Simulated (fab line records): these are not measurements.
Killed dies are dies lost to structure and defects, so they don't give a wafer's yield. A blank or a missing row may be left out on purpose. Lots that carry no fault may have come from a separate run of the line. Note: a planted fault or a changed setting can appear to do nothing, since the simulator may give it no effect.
The tool behind it: which one? | flow n5-finfet | 24 lots with 72 wafers sampled at 6 steps, on a route of 1938 steps

## WHAT THE GAUGES READ, wafer by wafer
N5_BEOL_M5_CD_MEAS_35: target cd 28 nm, target cd y 24 nm. Usual: 28.0 nm for cd-nm, sd 0.52.
lot  | measured     | on        | cd-nm (nm)     | flag
L074 | day 11 04:48 | cd-sem-03 | 28.4 28.0 28.1 |
L077 | day 12 01:59 | cd-sem-01 | 27.8 28.3 27.4 |
L076 | day 12 12:08 | cd-sem-02 | 28.7 27.9 28.5 |
L075 | day 12 13:58 | cd-sem-03 | 28.0 28.7 28.7 |
L080 | day 12 18:43 | cd-sem-03 | 27.8 27.2 27.7 |
L078 | day 12 22:16 | cd-sem-03 | 27.6 28.2 29.0 |
L082 | day 13 04:59 | cd-sem-03 | 28.5 27.6 27.6 |
L079 | day 13 05:46 | cd-sem-03 | 27.5 28.3 27.5 |
L086 | day 13 16:11 | cd-sem-03 | 28.6 28.7 28.4 |
L084 | day 13 21:31 | cd-sem-03 | 27.6 27.3 26.4 |
L081 | day 14 05:01 | cd-sem-03 | 27.9 28.1 28.0 |
L083 | day 14 10:20 | cd-sem-03 | 27.6 28.4 28.0 |
L085 | day 14 13:31 | cd-sem-03 | 28.3 28.3 27.7 |
L090 | day 14 21:55 | cd-sem-02 | 27.5 27.2 28.2 |
L089 | day 15 22:11 | cd-sem-02 | 27.7 28.8 28.5 |
L087 | day 16 00:52 | cd-sem-03 | 27.9 27.9 27.8 |
L088 | day 16 00:55 | cd-sem-03 | 28.8 28.1 27.8 |
L092 | day 16 05:50 | cd-sem-03 | 28.7 27.7 27.7 |
L091 | day 16 06:01 | cd-sem-02 | 27.7 28.0 27.5 |
L094 | day 16 13:29 | cd-sem-02 | 27.2 28.7 27.6 |
L096 | day 16 13:57 | cd-sem-02 | 27.7 29.2 28.0 |
L093 | day 17 08:29 | cd-sem-02 | 28.0 27.8 28.1 |
L095 | day 17 11:26 | cd-sem-03 | 28.9 28.2 27.4 |
L097 | day 17 17:00 | cd-sem-01 | 27.4 27.0 27.3 |

N5_BEOL_M6_THK_MEAS_01. Usual: M6_ILD_THK 153.8 nm, standard deviation 2.7.
lot  | measured     | on            | M6_ILD_THK (nm)   | flag
L074 | day 11 14:41 | film-metro-02 | 151.6 146.0 146.9 |
L077 | day 12 09:05 | film-metro-01 | 151.4 148.2 151.8 |
L076 | day 12 20:00 | film-metro-02 | 151.0 154.1 153.2 |
L075 | day 12 22:46 | film-metro-02 | 151.9 154.5 156.3 |
L080 | day 13 02:44 | film-metro-01 | 153.4 153.6 154.2 |
L078 | day 13 06:56 | film-metro-02 | 151.7 156.3 157.8 |
L082 | day 13 12:58 | film-metro-01 | 154.2 157.2 155.7 |
L079 | day 13 14:35 | film-metro-01 | 150.6 155.0 151.4 |
L086 | day 14 00:41 | film-metro-02 | 153.7 153.9 155.5 |
L084 | day 14 15:25 | film-metro-01 | 151.2 158.2 152.9 |
L081 | day 14 13:24 | film-metro-02 | 153.8 155.4 154.7 |
L083 | day 14 17:25 | film-metro-02 | 155.4 151.0 157.4 |
L085 | day 14 21:52 | film-metro-02 | 151.6 151.9 156.8 |
L090 | day 15 12:19 | film-metro-02 | 145.9 151.1 149.2 |
L089 | day 16 09:53 | film-metro-01 | 156.1 154.1 155.1 |
L087 | day 16 11:49 | film-metro-01 | 153.8 157.0 156.7 |
L088 | day 16 12:53 | film-metro-01 | 150.7 153.3 154.0 |
L092 | day 16 15:58 | film-metro-02 | 152.0 148.9 153.5 |
L091 | day 16 16:43 | film-metro-01 | 154.4 155.8 155.5 |
L094 | day 16 21:03 | film-metro-01 | 152.4 154.3 154.9 |
L096 | day 16 23:39 | film-metro-01 | 154.9 154.4 154.3 |
L093 | day 17 17:40 | film-metro-01 | 154.3 152.6 157.1 |
L095 | day 17 18:37 | film-metro-01 | 152.8 155.0 154.7 |
L097 | day 18 05:00 | film-metro-01 | 157.2 157.5 155.9 |

## WHAT TOOL EACH LOT RAN ON (gives the tool, then ch and the chambers of the sampled wafers, and finally the start)
lot  | N5_BEOL_M5_ETCH_67                 | N5_BEOL_M5_SURFACE_TREAT_87  | N5_BEOL_M5_SPUTTER_83        | N5_BEOL_M5_PRE_CLEAN_77
L074 | rie-diel-02 ch 1,2,3, day 11 04:17 | pvd-sputter-03, day 11 07:41 | pvd-sputter-03, day 11 10:48 | cvd-co-01 ch 0,1, day 11 13:48
L077 | rie-diel-02 ch 0,1,3, day 12 01:28 | pvd-sputter-03, day 12 02:42 | pvd-sputter-03, day 12 05:11 | cvd-co-01 ch 0,1, day 12 08:13
L076 | rie-diel-05 ch 2,3, day 12 11:37   | pvd-sputter-01, day 12 13:01 | pvd-sputter-01, day 12 15:29 | cvd-co-02 ch 1,2, day 12 18:33
L075 | rie-diel-06 ch 0,1,3, day 12 13:26 | pvd-sputter-02, day 12 16:09 | pvd-sputter-03, day 12 18:53 | cvd-co-01 ch 1,2, day 12 21:53
L080 | rie-diel-06 ch 0,3, day 12 18:11   | pvd-sputter-02, day 12 20:16 | pvd-sputter-02, day 12 22:41 | cvd-co-01 ch 0,1, day 13 01:52
L078 | rie-diel-05 ch 0,1,3, day 12 21:44 | pvd-sputter-03, day 13 00:25 | pvd-sputter-03, day 13 02:58 | cvd-co-02 ch 0,1,2, day 13 05:58
L082 | rie-diel-02 ch 0,1,3, day 13 04:27 | pvd-sputter-03, day 13 06:34 | pvd-sputter-03, day 13 09:04 | cvd-co-02 ch 0,2, day 13 12:05
L079 | rie-diel-02 ch 0,3, day 13 05:14   | pvd-sputter-02, day 13 08:06 | pvd-sputter-01, day 13 10:36 | cvd-co-01 ch 0,1,2, day 13 13:45
L086 | rie-diel-06 ch 0,1,3, day 13 15:40 | pvd-sputter-03, day 13 17:08 | pvd-sputter-01, day 13 19:38 | cvd-co-02 ch 0,2, day 13 23:49
L084 | rie-diel-05 ch 0,1,3, day 13 20:59 | pvd-sputter-02, day 13 22:35 | pvd-sputter-01, day 14 02:44 | cvd-co-01 ch 1,2, day 14 14:34
L081 | rie-diel-06 ch 0,3, day 14 04:29   | pvd-sputter-03, day 14 06:43 | pvd-sputter-03, day 14 09:07 | cvd-co-01 ch 0,1, day 14 12:13
L083 | rie-diel-06 ch 1,3, day 14 09:49   | pvd-sputter-02, day 14 11:05 | pvd-sputter-02, day 14 13:29 | cvd-co-01 ch 0,1, day 14 16:33
L085 | rie-diel-02 ch 0,1,3, day 14 12:59 | pvd-sputter-03, day 14 14:36 | pvd-sputter-02, day 14 17:59 | cvd-co-02 ch 0,1, day 14 20:59
L090 | rie-diel-05 ch 1,2,3, day 14 21:24 | pvd-sputter-01, day 14 23:11 | pvd-sputter-01, day 15 02:00 | cvd-co-02 ch 0,1,2, day 15 05:01
L089 | rie-diel-05 ch 0,3, day 15 21:40   | pvd-sputter-03, day 16 03:38 | pvd-sputter-01, day 16 06:01 | cvd-co-02 ch 0,1, day 16 09:01
L087 | rie-diel-06 ch 0,2,3, day 16 00:20 | pvd-sputter-02, day 16 04:57 | pvd-sputter-03, day 16 07:26 | cvd-co-02 ch 0,1, day 16 10:26
L088 | rie-diel-02 ch 0,2,3, day 16 00:23 | pvd-sputter-02, day 16 05:20 | pvd-sputter-02, day 16 08:02 | cvd-co-01 ch 0,1,2, day 16 11:04
L092 | rie-diel-02 ch 0,1,3, day 16 05:19 | pvd-sputter-01, day 16 08:38 | pvd-sputter-01, day 16 11:12 | cvd-co-01 ch 0,1, day 16 14:14
L091 | rie-diel-06 ch 1,3, day 16 05:30   | pvd-sputter-03, day 16 09:41 | pvd-sputter-03, day 16 12:06 | cvd-co-01 ch 0,1, day 16 15:07
L094 | rie-diel-05 ch 0,3, day 16 12:57   | pvd-sputter-01, day 16 14:46 | pvd-sputter-03, day 16 17:11 | cvd-co-01 ch 1,2, day 16 20:11
L096 | rie-diel-02 ch 0,1,3, day 16 13:25 | pvd-sputter-01, day 16 17:20 | pvd-sputter-02, day 16 19:47 | cvd-co-02 ch 0,1,2, day 16 22:47
L093 | rie-diel-02 ch 0,1,2, day 17 07:58 | pvd-sputter-02, day 17 09:22 | pvd-sputter-03, day 17 13:32 | cvd-co-01 ch 0,2, day 17 16:32
L095 | rie-diel-06 ch 2,3, day 17 10:55   | pvd-sputter-01, day 17 12:17 | pvd-sputter-01, day 17 14:44 | cvd-co-01 ch 0,1,2, day 17 17:45
L097 | rie-diel-05 ch 1,2,3, day 17 16:29 | pvd-sputter-01, day 17 18:17 | pvd-sputter-02, day 17 21:20 | cvd-co-01 ch 0,1,2, day 18 04:09
- N5_BEOL_M5_ETCH_67: etches SiARC in CF4, target depth 15.6 nm, time 26 s.
- N5_BEOL_M5_SURFACE_TREAT_87
- N5_BEOL_M5_SPUTTER_83: material Cu, target thk 15 nm, time 27.62 s.
- N5_BEOL_M5_PRE_CLEAN_77: time 15 s.

## WHAT THE TOOLS THEMSELVES READ (means of the sampled wafers that have a number; where no wafer has one, the mark that the record gives instead)
N5_BEOL_M5_ETCH_67. Usual: drypump-motor-current-A 5.6 A, standard deviation 0.47; etch-rf-on-time-s 26.4 s, standard deviation 0.92; oes-product-au 0.67 a.u., standard deviation 0.075; rf-vpp-V 184.2 V, standard deviation 1.3; showerhead-plenum-p-Torr 2.16 Torr, standard deviation 0.077; throttle-valve-pct 15.63 %, standard deviation 0.19.
lot  | tool        | drypump-motor-current-A (A) | etch-rf-on-time-s (s) | oes-product-au (a.u.) | rf-vpp-V (V) | showerhead-plenum-p-Torr (Torr) | throttle-valve-pct (%) | flag
L074 | rie-diel-02 | 5.7                         | 27.4                  | 0.65                  | 183.7        | 2.17                            | 15.70                  |
L077 | rie-diel-02 | 5.6                         | 26.5                  | 0.74                  | 184.3        | 2.19                            | 15.66                  |
L076 | rie-diel-05 | 6.0                         | 25.5                  | 0.65                  | 184.2        | 2.17                            | 15.57                  |
L075 | rie-diel-06 | 5.8                         | 25.9                  | 0.71                  | 184.9        | 2.18                            | 15.54                  |
L080 | rie-diel-06 | 5.9                         | 26.2                  | 0.69                  | 183.7        | 2.15                            | 15.70                  |
L078 | rie-diel-05 | 5.4                         | 26.3                  | 0.61                  | 182.7        | 2.10                            | 15.74                  |
L082 | rie-diel-02 | 5.6                         | 26.5                  | 0.72                  | 184.3        | 2.19                            | 15.67                  |
L079 | rie-diel-02 | 5.1                         | 25.9                  | 0.77                  | 184.5        | 2.20                            | 15.70                  |
L086 | rie-diel-06 | 5.8                         | 25.8                  | 0.71                  | 184.5        | 2.18                            | 15.56                  |
L084 | rie-diel-05 | 5.4                         | 26.5                  | 0.59                  | 183.0        | 2.09                            | 15.76                  |
L081 | rie-diel-06 | 6.0                         | 25.5                  | 0.73                  | 184.6        | 2.16                            | 15.60                  |
L083 | rie-diel-06 | 5.9                         | 25.0                  | 0.74                  | 184.0        | 2.19                            | 15.44                  |
L085 | rie-diel-02 | 5.6                         | 26.7                  | 0.70                  | 183.9        | 2.19                            | 15.70                  |
L090 | rie-diel-05 | 5.8                         | 26.2                  | 0.61                  | 184.3        | 2.16                            | 15.71                  |
L089 | rie-diel-05 | 5.2                         | 26.5                  | 0.59                  | 182.1        | 2.04                            | 15.76                  |
L087 | rie-diel-06 | 5.8                         | 25.8                  | 0.73                  | 184.1        | 2.14                            | 15.53                  |
L088 | rie-diel-02 | 5.2                         | 26.6                  | 0.73                  | 184.3        | 2.16                            | 15.62                  |
L092 | rie-diel-02 | 5.7                         | 27.2                  | 0.68                  | 184.4        | 2.18                            | 15.73                  |
L091 | rie-diel-06 | 5.7                         | 26.0                  | 0.69                  | 185.1        | 2.20                            | 15.43                  |
L094 | rie-diel-05 | 5.2                         | 26.2                  | 0.59                  | 182.6        | 2.04                            | 15.78                  |
L096 | rie-diel-02 | 5.6                         | 27.0                  | 0.68                  | 185.2        | 2.18                            | 15.74                  |
L093 | rie-diel-02 | 5.4                         | 26.6                  | 0.72                  | 185.2        | 2.22                            | 15.53                  |
L095 | rie-diel-06 | 5.7                         | 25.1                  | 0.78                  | 185.2        | 2.13                            | 15.33                  |
L097 | rie-diel-05 | 5.8                         | 25.9                  | 0.67                  | 184.4        | 2.15                            | 15.58                  |

N5_BEOL_M5_SPUTTER_83. Usual: substrate-temp-c -19.98 C, standard deviation 0.099; throttle-valve-pct 29.9 %, standard deviation 0.72.
lot  | tool           | substrate-temp-c (C) | throttle-valve-pct (%) | flag
L074 | pvd-sputter-03 | -19.99               | 30.0                   |
L077 | pvd-sputter-03 | -19.94               | 29.7                   |
L076 | pvd-sputter-01 | -20.00               | 29.4                   |
L075 | pvd-sputter-03 | -20.01               | 29.8                   |
L080 | pvd-sputter-02 | -19.90               | 29.8                   |
L078 | pvd-sputter-03 | -19.97               | 29.8                   |
L082 | pvd-sputter-03 | -20.05               | 30.2                   |
L079 | pvd-sputter-01 | -19.99               | 29.5                   |
L086 | pvd-sputter-01 | -20.02               | 30.1                   |
L084 | pvd-sputter-01 | -19.87               | 30.4                   |
L081 | pvd-sputter-03 | -19.97               | 30.6                   |
L083 | pvd-sputter-02 | -20.06               | 29.6                   |
L085 | pvd-sputter-02 | -20.11               | 29.6                   |
L090 | pvd-sputter-01 | -20.07               | 30.1                   |
L089 | pvd-sputter-01 | -20.05               | 30.2                   |
L087 | pvd-sputter-03 | -19.89               | 30.5                   |
L088 | pvd-sputter-02 | -19.95               | 29.9                   |
L092 | pvd-sputter-01 | -20.08               | 30.2                   |
L091 | pvd-sputter-03 | -20.02               | 30.1                   |
L094 | pvd-sputter-03 | -19.97               | 29.8                   |
L096 | pvd-sputter-02 | -19.95               | 29.9                   |
L093 | pvd-sputter-03 | -19.97               | 30.6                   |
L095 | pvd-sputter-01 | -20.00               | 30.6                   |
L097 | pvd-sputter-02 | -19.89               | 29.9                   |

N5_BEOL_M5_PRE_CLEAN_77. Usual: 82 W for heater-power-w, sd 9.9.
lot  | tool      | heater-power-w (W) | flag
L074 | cvd-co-01 | 90                 |
L077 | cvd-co-01 | 92                 |
L076 | cvd-co-02 | 78                 |
L075 | cvd-co-01 | 86                 |
L080 | cvd-co-01 | 92                 |
L078 | cvd-co-02 | 71                 |
L082 | cvd-co-02 | 71                 |
L079 | cvd-co-01 | 88                 |
L086 | cvd-co-02 | 70                 |
L084 | cvd-co-01 | 88                 |
L081 | cvd-co-01 | 93                 |
L083 | cvd-co-01 | 92                 |
L085 | cvd-co-02 | 73                 |
L090 | cvd-co-02 | 72                 |
L089 | cvd-co-02 | 67                 |
L087 | cvd-co-02 | 72                 |
L088 | cvd-co-01 | 85                 |
L092 | cvd-co-01 | 85                 |
L091 | cvd-co-01 | 90                 |
L094 | cvd-co-01 | 85                 |
L096 | cvd-co-02 | 73                 |
L093 | cvd-co-01 | 89                 |
L095 | cvd-co-01 | 87                 |
L097 | cvd-co-01 | 88                 |

## THE ANSWER, worked out from the rows above alone
Rule: lot off if the mean of its wafers having a number is beyond 3 standard deviations from the usual mean. Also off: a lot with no number at a reading for which 4 or more lots have one. Where the step has rows for the other lots, those lots are counted as sound. Order of review: gauges by route order, followed by the tools' own readings, for which a lot's mean as printed above is used. The first step at which some lot is off is used, and at that step the reading that is off furthest; a lot without a number counts as furthest.
Across all readings shown, no lot is off: no conclusion can be drawn from this.

## WHAT WAS PUT IN BY THE SIMULATOR
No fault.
